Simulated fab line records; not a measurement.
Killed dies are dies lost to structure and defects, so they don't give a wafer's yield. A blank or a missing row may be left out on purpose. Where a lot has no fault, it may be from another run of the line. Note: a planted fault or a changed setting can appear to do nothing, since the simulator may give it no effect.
Split-lot study	flow n5Finfet	39 wafers read from 7 lots, route of 1938 steps

## THE SPLIT ITSELF
At N5_BEOL_M10_TRENCH_ETCH_37 (etches SiCOH lowk in C4F6/O2, target depth 148.83 nm, time 48 s), the setting timeS was moved away from the recipe's 48 s on 12 of the 39 wafers read, by -40.4% to +47.2%. All remaining wafers had this setting at the recipe value.

## FROM THE SPLIT TO THE READING: what the file shows between them, 8 steps
- N5_BEOL_M10_ETCH_41: etches SiCN in CH3F/O2, target depth 42.6 nm, time 86 s
- N5_BEOL_M10_STRIP_77: strips in N2/H2, time 10 s
- N5_BEOL_M10_OCD_MEAS_38
- N5_BEOL_M10_HM_STRIP_39: strips TiN in peroxide tin strip, target depth 25 nm, time 158 s
- N5_BEOL_M10_SRD_40: time 30 s
- N5_BEOL_M10_ECD_50: material Cu, target thk 318 nm
- N5_BEOL_M10_ANNEAL_51: time 90 s
- N5_BEOL_M10_CMP_52: polishes, stops on SiCOH lowk, t overpolish 7 s, target thk 140 nm

## THE READING
M10_THK, in nm, at N5_BEOL_M10_THK_MEAS_53 (measures by xrf). On this fab line, fault-free wafers typically give 138 nm with a standard deviation of 5.1 nm.

wafer	tool, chamber at the split	timeS as run, s	against the recipe	M10_THK, nm	against lot-mates on the recipe
L079.1	rieDiel-03, 0	70.41	+46.7%	212	+79
L079.2	rieDiel-03, 2	70.41	+46.7%	207	+74
L079.3	rieDiel-03, 3	48	recipe	132	-
L079.4	rieDiel-03, 0	70.41	+46.7%	211	+78
L079.5	rieDiel-03, 3	48	recipe	133	-
L079.6	rieDiel-03, 2	48	recipe	134	-
L080.1	rieDiel-04, 1	48	recipe	126	-
L080.2	rieDiel-04, 0	70.67	+47.2%	203	+68
L080.3	rieDiel-04, 2	70.67	+47.2%	197	+62
L080.4	rieDiel-04, 3	48	recipe	140	-
L080.5	rieDiel-04, 2	70.67	+47.2%	196	+61
L080.6	rieDiel-04, 3	48	recipe	140	-
L087.2	rieDiel-05, 3	48	recipe	146	-
L087.3	rieDiel-05, 1	48	recipe	137	-
L087.5	rieDiel-05, 3	48	recipe	146	-
L089.1	rieDiel-04, 2	48	recipe	132	-
L089.2	rieDiel-04, 1	48	recipe	126	-
L089.3	rieDiel-04, 3	48	recipe	140	-
L089.4	rieDiel-04, 0	48	recipe	135	-
L089.5	rieDiel-04, 1	48	recipe	123	-
L089.6	rieDiel-04, 2	48	recipe	132	-
L092.1	rieDiel-05, 2	48	recipe	142	-
L092.2	rieDiel-05, 3	48	recipe	146	-
L092.3	rieDiel-05, 1	48	recipe	139	-
L092.4	rieDiel-05, 0	48	recipe	135	-
L092.5	rieDiel-05, 3	48	recipe	145	-
L092.6	rieDiel-05, 0	48	recipe	135	-
L096.1	rieDiel-03, 3	28.62	-40.4%	79	-58
L096.2	rieDiel-03, 2	48	recipe	134	-
L096.3	rieDiel-03, 1	48	recipe	140	-
L096.4	rieDiel-03, 0	28.62	-40.4%	80	-57
L096.5	rieDiel-03, 1	48	recipe	137	-
L096.6	rieDiel-03, 0	28.62	-40.4%	82	-55
L097.1	rieDiel-04, 1	65.23	+35.9%	184	+48
L097.2	rieDiel-04, 2	48	recipe	133	-
L097.3	rieDiel-04, 0	48	recipe	141	-
L097.4	rieDiel-04, 3	65.23	+35.9%	197	+61
L097.5	rieDiel-04, 2	48	recipe	133	-
L097.6	rieDiel-04, 3	65.23	+35.9%	195	+59

THE FIT
A straight line over all 39 wafers: M10_THK changes by +1.45 nm for each +1% of timeS; r = +0.98; the points scatter about the line by 6.1 nm.
The same after taking each lot's own level away (the mean of its wafers on the recipe; 39 wafers): +1.48 nm for each +1%; r = +0.99; scatter 5.3 nm.
That fit puts the effect of the largest move of timeS on the reading at 70 nm.
Across the lots, their own levels run from 131.3 to 143.0 nm, a range of 2.3 times the standard deviation given above.
So the lot-to-lot level changes the slope little: the two slopes agree.
Check: for one of the wafers moved furthest among these (+47.2%), held out of the fit, the line's prediction against its lot-mates is +70.8 nm. It came out at +67.7 nm against them.

## THE WHOLE CHAIN: every reading that the file lists as answering this split, in the file's order
step	what it does	reading	change (the file's fit)	r (the file's)
N5_BEOL_M10_TRENCH_ETCH_37	etches SiCOH lowk in C4F6/O2, target depth 148.83 nm, time 48 s	BEOL_M10.featureDepthNm (the simulator's own value, which no gauge read)	+1.52 nm for each +1% of the setting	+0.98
N5_BEOL_M10_TRENCH_ETCH_37	etches SiCOH lowk in C4F6/O2, target depth 148.83 nm, time 48 s	etch.depthNm (the simulator's own value, which no gauge read)	+1.52 nm for each +1% of the setting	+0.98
N5_BEOL_M10_TRENCH_ETCH_37	etches SiCOH lowk in C4F6/O2, target depth 148.83 nm, time 48 s	TiN_of_BEOL_M10_HM_DEP_02.thkNm (the simulator's own value, which no gauge read)	-0.0412 nm for each +1% of the setting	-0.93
N5_BEOL_M10_OCD_MEAS_38		trenchDepthNm	+1.51 nm for each +1% of the setting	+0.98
N5_BEOL_M10_CMP_52	polishes, stops on SiCOH lowk, t overpolish 7 s, target thk 140 nm	Cu_of_BEOL_M10_ECD_50.thkNm (the simulator's own value, which no gauge read)	+1.52 nm for each +1% of the setting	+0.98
N5_BEOL_M10_THK_MEAS_53	measures by xrf	M10_THK	+1.49 for each +1% of the setting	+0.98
N5_BEOL_M10_RS_MEAS_57	measures by four-point-probe	M10_RS	not straight: 0.275 at the lowest setting, 0.152 at the recipe, 0.101 at the highest	not given

## THE FILE'S OWN FIT
M10_THK changes by +1.49 nm for each +1% of timeS, r = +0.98.
